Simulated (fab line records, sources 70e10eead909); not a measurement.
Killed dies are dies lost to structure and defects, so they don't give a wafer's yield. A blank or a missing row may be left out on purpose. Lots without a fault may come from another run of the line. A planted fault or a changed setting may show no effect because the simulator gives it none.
Which tool did it? | flow nand_harc | 7 lots, 20 wafers sampled, at 3 steps of a route of 1302

WHAT THE GAUGES READ, wafer by wafer
NHARC_A_ONON_D1_THK_MEAS_24: measures by ellipsometry.
lot  | measured     | on            | thk_nm (nm)
L850 | day 8 08:47  | film_metro-02 | 999 996 996
L853 | day 9 20:26  | film_metro-01 | 991 991 992
L857 | day 11 01:10 | film_metro-02 | 996 995 997
L859 | day 11 20:16 | film_metro-01 | 1005 1007 1003
L861 | day 12 13:49 | film_metro-01 | 1014 1014 1015
L868 | day 15 18:25 | film_metro-02 | 994 652
L873 | day 17 14:44 | film_metro-02 | 995 995 996

WHICH TOOL RAN EACH LOT (tool, then ch and the chambers of the sampled wafers, then the start)
lot  | NHARC_P_BONDPAD_CMP_19        | NHARC_A_ONON_D1_DEP_22
L850 | cmp-02 ch 2,3, day 6 21:37    | pecvd_onon-03 ch 0, day 8 08:23
L853 | cmp-04 ch 1,2,3, day 8 07:09  | pecvd_onon-01 ch 0, day 9 20:03
L857 | cmp-02 ch 1,2, day 9 14:13    | pecvd_onon-01 ch 0, day 11 00:40
L859 | cmp-04 ch 1,2,3, day 10 08:02 | pecvd_onon-01 ch 0, day 11 19:49
L861 | cmp-02 ch 0,2,3, day 11 03:16 | pecvd_onon-03 ch 0, day 12 13:18
L868 | cmp-02 ch 2, day 14 04:32     | pecvd_onon-01 ch 0, day 15 17:55
L873 | cmp-02 ch 2,3, day 16 04:29   | pecvd_onon-04 ch 0, day 17 14:17
- NHARC_P_BONDPAD_CMP_19: polishes, t overpolish 30 s, cu recess touch 16 s, target thk 160.81 nm.
- NHARC_A_ONON_D1_DEP_22: target thk 1000 nm.

THE ANSWER, worked out from the rows above alone
Rule: what is usual is taken from the lots themselves. Put in order of their means at a reading, lots are off if they are a third of the lots or fewer, leave a main group of 4 or more, and stand apart from it by a gap of 3 or more times the standard deviation of the main group's means; of several such gaps the widest counts. A main group whose means are all the same, to the digits that the tables above print for the reading, isn't used. A lot without any number at a reading at which 4 lots or more have one is off too. The other lots that the step has rows for count as sound.
Off: L868, at NHARC_A_ONON_D1_THK_MEAS_24 (thk_nm). The main group: mean 1000 nm, standard deviation 7.7.
A tool fits if, at a process step before that reading, it ran every lot that is off, and no sound lot after the first of them. The gauges at NHARC_A_ONON_D1_THK_MEAS_24 are tried like those tools. One fits: pecvd_onon-01 at NHARC_A_ONON_D1_DEP_22. Its last sound lot is L859 (day 11 19:49), its first lot that is off L868 (day 15 17:55): a fault that began between those two fits.

WHAT THE SIMULATOR HAD PUT IN
Process parameter drift: pecvd_onon-01, from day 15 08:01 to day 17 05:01, at NHARC_A_ONON_D1_DEP_22. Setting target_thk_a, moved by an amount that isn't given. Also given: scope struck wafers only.
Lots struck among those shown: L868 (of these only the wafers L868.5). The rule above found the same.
